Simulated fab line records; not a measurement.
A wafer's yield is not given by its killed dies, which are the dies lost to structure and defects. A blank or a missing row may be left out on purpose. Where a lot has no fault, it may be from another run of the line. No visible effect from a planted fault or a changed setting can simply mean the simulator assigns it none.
Split-lot experiment	flow n5_finfet	7 lots, 21 wafers read, on a route of 1938 steps

== SPLIT DETAILS ==
At N5_WELL_APT_EXPOSE_05 (exposes mask NWELL, defocus 0 nm, target cd 200 nm), the setting dose_mj was moved away from the recipe's 20.3 on 8 of the 21 wafers read, by -5.5% to +7.3%. For the rest of the wafers, this setting stayed at what the recipe calls for.

== FROM THE SPLIT TO THE READING: what the file shows between them, 3 steps ==
- N5_WELL_APT_PEB_06: peb time 90 s
- N5_WELL_APT_DEVELOP_07: develop time 45 s
- N5_WELL_APT_HARDBAKE_12: time 120 s

== THE READING ==
cd_nm at N5_WELL_APT_CD_MEAS_08, given in nm (cd target 200 nm). Fault-free wafers of this fab line usually give 200.0 nm, standard deviation 1.4 nm.

wafer	tool, chamber at the split	dose_mj as run	against the recipe	cd_nm, nm	against lot-mates on the recipe
L077.1	krf_scanner-01, 0	20.3	recipe	201.0	-
L077.5	krf_scanner-01, 0	21.78	+7.3%	211.4	+10.4
L077.6	krf_scanner-01, 0	21.78	+7.3%	212.3	+11.3
L084.2	krf_scanner-01, 0	20.3	recipe	200.6	-
L084.5	krf_scanner-01, 0	19.19	-5.5%	191.8	-8.9
L084.6	krf_scanner-01, 0	20.3	recipe	200.9	-
L086.2	krf_scanner-01, 0	20.3	recipe	201.3	-
L086.5	krf_scanner-01, 0	20.3	recipe	200.3	-
L086.6	krf_scanner-01, 0	20.3	recipe	197.4	-
L087.1	krf_scanner-01, 0	20.9	+3.0%	203.2	+2.9
L087.3	krf_scanner-01, 0	20.3	recipe	200.3	-
L087.4	krf_scanner-01, 0	20.9	+3.0%	204.4	+4.1
L090.1	krf_scanner-01, 0	20.3	recipe	198.8	-
L090.3	krf_scanner-01, 0	20.83	+2.6%	203.4	+3.3
L090.4	krf_scanner-01, 0	20.3	recipe	201.4	-
L094.2	krf_scanner-02, 0	19.82	-2.4%	199.1	-0.9
L094.4	krf_scanner-02, 0	19.82	-2.4%	194.1	-5.9
L094.5	krf_scanner-02, 0	20.3	recipe	200.0	-
L096.2	krf_scanner-02, 0	20.3	recipe	202.0	-
L096.5	krf_scanner-02, 0	20.3	recipe	201.0	-
L096.6	krf_scanner-02, 0	20.3	recipe	198.1	-

FIT RESULTS
A straight line over all 21 wafers: cd_nm changes by +1.53 nm for each +1% of dose_mj; r = +0.95; the points scatter about the line by 1.4 nm.
The same after taking each lot's own level away (the mean of its wafers on the recipe; 21 wafers): +1.48 nm for each +1%; r = +0.95; scatter 1.4 nm.
That fit puts the effect of the largest move of dose_mj on the reading at 11 nm.
From 199.67 to 201.00 nm: that is the span of the lots' own levels, equal to 1.0 times the standard deviation above.
So the lot-to-lot level changes the slope little: the two slopes agree.
Check: +10.8 nm against its lot-mates is what the line predicts for one of the wafers moved furthest among these (+7.3%) when that wafer is left out of the fit. Against them it came out at +10.4 nm.

== FURTHER SPLITS ON THESE WAFERS ==
Before the reading, these wafers also passed through other splits. Each is held against what the fit with the lots' levels taken away leaves over:
other split on the same wafers	wafers away from the commonest value	r with cd_nm (lot level and that fit taken away)
N5_WELL_APT_COAT_02 spin_rpm	6	+0.50

== THE WHOLE CHAIN: every reading that the file lists as answering this split, in the file's order ==
step	what it does	reading	change (the file's fit)	r (the file's)
N5_WELL_APT_CD_MEAS_08	target cd 200 nm	cd_nm	+1.49 nm for each +1% of the setting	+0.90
N5_WELL_APT_DESCUM_13	chemistry O2, time 7.9 s	WELL_APT.cd_nm (the simulator's own value, which no gauge read)	+1.49 nm for each +1% of the setting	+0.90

== FILE'S OWN FIT ==
cd_nm changes by +1.49 nm for each +1% of dose_mj, r = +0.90.
